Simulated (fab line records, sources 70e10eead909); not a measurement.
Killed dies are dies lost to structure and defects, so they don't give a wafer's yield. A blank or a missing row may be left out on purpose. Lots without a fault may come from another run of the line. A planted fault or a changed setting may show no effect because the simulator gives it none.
fab line records | flow nand_harc
record lots=14 wafers=42 last_day=33
route steps=1302 shown A_ZERO_WELL@403 A_ONON_D1@429 A_CHANNEL_HOLE_D1@451
lots that met no fault: from a run of the same line without faults
start_h: hours from the record's first day to the start of the lot's first wafer shown | wait_h: hours since the lot's step before | " the same as in the row above | L1.1+2: a row that stands for several wafers | - no value, or no start given | * or withheld: withheld | < > ~ a bound
route shown NAME@n: a module of which the file shows steps, and the number in the route of the first | usual: mean/standard deviation of fault-free wafers | same: alike in all rows | chamber/n: place in a boat | sites: the reading at each site | _std_site: their standard deviation | _edge_site: outer sites' mean less inner sites' | radius_mm: how far each site lies from the wafer's centre | mask NAME#n: copy n | behind: the tool/chamber that last shaped the wafer | hold: why the lot was held/for how many hours/how that ended | device: the transistor (n, p or np) that didn't switch | end of line: the same wafers' tests at the end of the route | a step without rows: its recipe alone | killed: dies lost to structure and defects at the first sort, not the wafer's yield | map: a wafer's dies, x killed, . not, _ none there
set.NAME: the setting as run; set.NAME@STEP: as run at that earlier step | model.NAME: the simulator's own value behind a step, which no gauge read
steps of the route over a sample of lots; a table a step, a row a wafer
services: from which hour (start_h, from the record's first day; less than 0 if before it) a tool's chamber was out of use, for how many hours, and why
## steps
# step NHARC_A_ZERO_WELL_DESCUM_12
# recipe time_s=3 o2_flow_sccm=200 ar_flow_sccm=0 bias_power_w=0 chemistry=O2
# usual drypump_motor_current_A=5.8/0.57 oes_product_au=0.998/0.015 rf_vpp_V=57.6/0.86 showerhead_plenum_p_Torr=1.86/0.079 throttle_valve_pct=11.311/0.0089
# columns lot.wafer tool chamber start_h wait_h drypump_motor_current_A oes_product_au rf_hours_counter_h rf_vpp_V showerhead_plenum_p_Torr throttle_valve_pct
L886.2 rie_diel-13 2 154.29 - 6.7 1.009 5 58.6 1.91 11.308
L886.5 " 1 " " 5.0 1.021 - 57.8 1.79 11.309
L886.6 " 2 " " 6.7 1.011 - 58.0 1.91 11.318
L887.2 rie_diel-04 0 167.49 - 6.1 0.988 25 57.7 1.82 11.304
L887.6 " 1 " " 6.2 1.001 - 57.1 2.02 11.307
L887.5 " 2 " " 5.6 1.006 - 58.5 2.01 11.310
L888.2 rie_diel-13 2 175.00 - 6.7 1.005 0 57.1 1.91 11.304
L888.4 " 3 " " 6.0 0.973 0 57.5 1.79 11.306
L888.6 " 1 " " 5.0 1.011 - 58.2 1.79 11.304
L892.2 rie_diel-13 2 214.15 - 6.7 1.019 1 58.9 1.91 11.308
L892.3 " 1 " " 5.0 1.005 1 58.7 1.79 11.326
L892.5 " 3 " " 6.0 0.974 - 58.7 1.79 11.313
L894.2 rie_diel-13 2 237.28 - 6.7 1.033 2 57.0 1.91 11.318
L894.4 " 0 " " 6.1 0.978 2 56.1 1.84 11.309
L894.5 " 2 " " 6.7 1.017 - 57.7 1.91 11.317
L899.2 rie_diel-13 3 290.94 - 6.1 1.002 4 57.3 1.79 11.316
L899.1 " 1 " " 5.0 1.008 4 56.9 1.79 11.299
L899.5 " 0 " " 6.1 0.988 - 58.2 1.84 11.292
L900.1 rie_diel-04 2 296.91 - 5.7 1.000 12 58.1 2.01 11.323
L900.3 " 0 " " 6.1 1.017 15 57.2 1.82 11.327
L900.6 " 2 " " 5.7 0.991 - 59.4 2.01 11.293
L901.2 rie_diel-13 0 317.68 - 6.1 0.983 5 57.8 1.84 11.326
L901.3 " 2 " " 6.7 1.020 4 57.9 1.91 11.326
L901.6 " 1 " " 5.0 1.003 - 56.8 1.79 11.309
L903.4 rie_diel-13 1 324.78 - 5.0 1.005 5 56.3 1.79 11.293
L903.6 " 3 " " 6.0 0.975 - 57.3 1.79 11.327
L903.5 " 0 " " 6.0 0.978 - 57.7 1.84 11.308
L904.3 rie_diel-13 2 332.71 - 6.7 1.013 5 57.9 1.91 11.317
L904.2 " 3 " " 6.0 0.975 5 57.2 1.79 11.297
L904.6 " 1 " " 5.0 1.000 - 58.9 1.79 11.301
L906.3 rie_diel-13 1 354.35 - 5.0 1.008 0 57.3 1.79 11.297
L906.5 " 1 " " 5.0 1.008 - 57.7 1.79 11.304
L906.6 " 0 " " 6.1 0.982 - 57.7 1.84 11.319
L905.1 rie_diel-13 3 354.62 - 6.0 0.982 0 57.5 1.79 11.287
L905.3 " 0 " " 6.1 0.987 0 57.4 1.84 11.304
L905.4 " 1 " " 5.0 1.016 - 58.1 1.79 11.314
L907.3 rie_diel-02 2 356.29 - 5.9 0.999 47 59.3 1.99 11.299
L907.4 " 3 " " 5.2 0.996 46 57.1 1.93 11.312
L907.2 " 0 " " 5.8 0.998 42 56.4 1.79 11.302
L908.2 rie_diel-04 3 368.96 - 4.8 0.995 1 57.4 1.84 11.290
L908.1 " 0 " " 6.1 0.984 1 57.7 1.82 11.317
L908.5 " 3 " " 4.8 1.004 - 57.3 1.84 11.312
# step NHARC_A_ONON_D1_THK_MEAS_08
# recipe thk_meas_gauge=ellipsometry
# usual thk_nm=1000/8.1
# columns lot.wafer tool chamber start_h wait_h thk_nm
L886.2 film_metro-02 - 180.94 - 992
L886.5 " - " " 992
L886.6 " - " " 994
L887.2 film_metro-02 - 191.61 - 1003
L887.5 " - " " 1002
L887.6 " - " " 1001
L888.2 film_metro-02 - 202.79 - 1015
L888.4 " - " " 1016
L888.6 " - " " 1013
L892.2 film_metro-02 - 237.19 - 997
L892.3 " - " " 996
L892.5 " - " " 996
L894.2 film_metro-01 - 261.20 - 1000
L894.4 " - " " 1001
L894.5 " - " " 1001
L899.1 film_metro-01 - 313.81 - 983
L899.2 " - " " 983
L899.5 " - " " 984
L900.1 film_metro-02 - 321.42 - 1000
L900.3 " - " " 1001
L900.6 " - " " 1001
L901.2 film_metro-01 - 340.94 - 1008
L901.3 " - " " 1010
L901.6 " - " " 1008
L903.4 film_metro-01 - 348.29 - 993
L903.5 " - " " 993
L903.6 " - " " 991
L904.2 film_metro-02 - 356.40 - 1006
L904.3 " - " " 1006
L904.6 " - " " 1005
L905.1 film_metro-01 - 377.29 - 992
L905.3 " - " " 994
L905.4 " - " " 994
L906.3 film_metro-01 - 377.50 - 992
L906.5 " - " " 995
L906.6 " - " " 994
L907.2 film_metro-01 - 377.64 - 1013
L907.3 " - " " 1012
L907.4 " - " " 1013
L908.1 film_metro-01 - 393.00 - 999
L908.2 " - " " 998
L908.5 " - " " 999
# step NHARC_A_ONON_D1_DEP_09
# recipe target_thk_a=10000 n2_flow_sccm=2750 n2o_flow_sccm=2000 nh3_flow_sccm=500 sih4_flow_sccm=210 temp_c=400
# columns lot.wafer tool chamber start_h wait_h
L886.2+5+6 pecvd_onon-03 0 181.06 0.1
L887.2+5+6 pecvd_onon-03 0 191.72 0.1
L888.2+4+6 pecvd_onon-01 0 202.91 0.1
L892.2+3+5 pecvd_onon-01 0 237.30 0.1
L894.2+4+5 pecvd_onon-01 0 261.31 0.1
L899.1+2+5 pecvd_onon-02 0 313.87 0.1
L900.1+3+6 pecvd_onon-03 0 321.47 0.1
L901.2+3+6 pecvd_onon-01 0 341.06 0.1
L903.4+5+6 pecvd_onon-02 0 348.52 0.2
L904.2+3+6 pecvd_onon-01 0 356.52 0.1
L905.1+3+4 pecvd_onon-01 0 377.34 0.1
L906.3+5+6 pecvd_onon-03 0 377.67 0.2
L907.2+3+4 pecvd_onon-01 0 377.76 0.1
L908.1+2+5 pecvd_onon-01 0 393.05 0.1
# step NHARC_A_ONON_D1_THK_MEAS_11
# recipe thk_meas_gauge=ellipsometry
# usual thk_nm=1001/11
# columns lot.wafer tool chamber start_h wait_h hold thk_nm
L886.2 film_metro-01 - 181.50 - - 993
L886.5 " - " " - 993
L886.6 " - " " - 994
L887.2 film_metro-01 - 192.17 - - 1009
L887.5 " - " " - 1011
L887.6 " - " " - 1008
L888.2 film_metro-02 - 203.36 - - 1011
L888.4 " - " " - 1012
L888.6 " - " " - 1012
L892.2 film_metro-01 - 237.75 - await_dispo/0.2h/release 1444
L892.3 " - " " await_dispo/0.2h/release 1445
L892.5 " - " " await_dispo/0.2h/release 1446
L892.2 film_metro-01 - 237.92 0.2 - 1443
L892.3 " - " " - 1445
L892.5 " - " " - 1444
L894.2 film_metro-02 - 261.76 - await_dispo/0.2h/release 1434
L894.4 " - " " await_dispo/0.2h/release 1435
L894.5 " - " " await_dispo/0.2h/release 1434
L894.2 film_metro-02 - 261.93 0.2 - 1435
L894.4 " - " " - 1434
L894.5 " - " " - 1435
L899.1 film_metro-02 - 314.40 - - 999
L899.2 " - " " - 997
L899.5 " - " " - 1000
L900.1 film_metro-02 - 321.98 - - 1002
L900.3 " - " " - 1002
L900.6 " - " " - 1005
L901.2 film_metro-01 - 341.51 - - 991
L901.3 " - " " - 992
L901.6 " - " " - 991
L903.4 film_metro-02 - 348.86 - - 1023
L903.5 " - " " - 1021
L903.6 " - " " - 1021
L904.2 film_metro-02 - 356.97 - - 989
L904.3 " - " " - 988
L904.6 " - " " - 986
L905.1 film_metro-01 - 377.85 - - 1008
L905.3 " - " " - 1008
L905.4 " - " " - 1009
L906.3 film_metro-01 - 378.07 - - 999
L906.5 " - " " - 1000
L906.6 " - " " - 1001
L907.2 film_metro-01 - 378.21 - - 976
L907.3 " - " " - 977
L907.4 " - " " - 976
L908.1 film_metro-02 - 393.57 - - 1010
L908.2 " - " " - 1009
L908.5 " - " " - 1010
# step NHARC_A_CHANNEL_HOLE_D1_DEP_01
# recipe target_thk_a=1400 target_thk_nm=140 temp_c=400 pressure_torr=3.5 flow_sccm=200 rf_w=350 material=SiON
# usual heater_power_w=731/74
# columns lot.wafer tool chamber start_h wait_h heater_power_w
L886.2 pecvd-04 0 201.01 1.3 679
L886.5 " 0 " " 703
L886.6 " 2 " " 672
L887.2 pecvd-03 1 205.39 1.3 778
L887.6 " 0 " " 612
L887.5 " 1 " " 787
L888.2 pecvd-03 2 216.55 1.3 749
L888.4 " 0 " " 649
L888.6 " 0 " " 656
L899.2 pecvd-03 1 329.84 1.3 845
L899.1 " 2 " " 802
L899.5 " 2 " " 796
L900.1 pecvd-04 1 336.79 1.7 806
L900.3 " 2 " " 648
L900.6 " 2 " " 652
L901.3 pecvd-02 1 355.68 1.0 818
L901.2 " 2 " " 780
L901.6 " 1 " " 669
L903.6 pecvd-02 1 362.15 0.1 780
L903.4 " 2 " " 776
L903.5 " 0 " " 841
L904.2 pecvd-04 1 370.17 1.3 846
L904.3 " 0 " " 754
L904.6 " 2 " " 659
L905.1 pecvd-02 2 394.19 1.6 743
L905.3 " 0 " " 746
L905.4 " 0 " " 747
L907.3 pecvd-03 0 395.95 1.0 510
L907.2 " 1 " " 771
L907.4 " 0 " " 519
L906.3 pecvd-04 1 396.15 1.0 823
L906.5 " 2 " " 639
L906.6 " 0 " " 760
L908.1 pecvd-04 0 409.37 1.6 682
L908.2 " 1 " " 824
L908.5 " 1 " " 835
## services
# columns tool chamber start_h hours kind
rie_diel-13 - 165.01 9.0 pm
rie_diel-13 2 175.56 2.4 repair
rie_diel-04 - 177.90 9.0 pm
pecvd-03 - 185.05 13.0 pm
rie_diel-04 1 194.10 2.2 repair
pecvd_onon-03 - 217.45 0.2 repair
rie_diel-04 - 225.55 11.8 repair
pecvd-02 - 227.13 13.0 pm
pecvd_onon-03 - 227.42 13.0 pm
rie_diel-04 2 240.65 8.9 repair
rie_diel-13 - 255.65 1.1 repair
rie_diel-04 - 260.25 0.3 repair
pecvd_onon-01 - 269.00 13.0 pm
pecvd-04 - 269.01 13.0 pm
rie_diel-04 3 324.92 12.1 repair
rie_diel-13 - 342.01 9.0 pm
pecvd-03 1 364.23 11.0 repair
pecvd-03 - 366.05 13.0 pm
pecvd-04 - 373.59 0.8 repair
rie_diel-13 2 379.24 21.3 repair
rie_diel-13 1 381.30 2.4 repair
pecvd_onon-03 - 390.92 1.4 repair
rie_diel-13 3 399.64 3.8 repair
pecvd_onon-03 - 408.42 13.0 pm
## key
first_sign step=NHARC_A_ONON_D1_THK_MEAS_11 reading=visit direction=added
effect step=NHARC_A_ONON_D1_THK_MEAS_11 reading=thk_nm direction=up sigmas=40 usual=1001 struck=1440
met_at NHARC_A_ONON_D1_DEP_09
struck_lots L892,L894
later_rows_left_out L892.2,L892.3,L892.5,L894.2,L894.4,L894.5
sort_left_out L892.2,L892.3,L892.5,L894.2,L894.4,L894.5
tester_left_out L892,L894
not_acting_at NHARC_A_ZERO_WELL_DESCUM_12,NHARC_A_ONON_D1_THK_MEAS_08,NHARC_A_CHANNEL_HOLE_D1_DEP_01
onset_between 202.91 237.30
fault kind=process_parameter_drift tool=pecvd_onon-01 chamber=- onset_h=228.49 steps=NHARC_A_ONON_D1_DEP_09 channel=target_thk_a offset=* shape=step end_h=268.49 acts_in=* stated=*
# tester_left_out: of these lots the tester's yield and bins aren't shown, on N5 and GAA mostly nor the transistor test; their killed dies are dies lost to structure and defects alone, not to doping, threshold or leakage, so they don't give the yield
# sort_left_out: the simulated sort isn't trusted on such a fault, so these wafers' sort isn't shown, and their yield isn't known
# later_rows_left_out: the simulator's readings of these wafers behind a module that went badly wrong aren't trusted and aren't shown, but for the sort
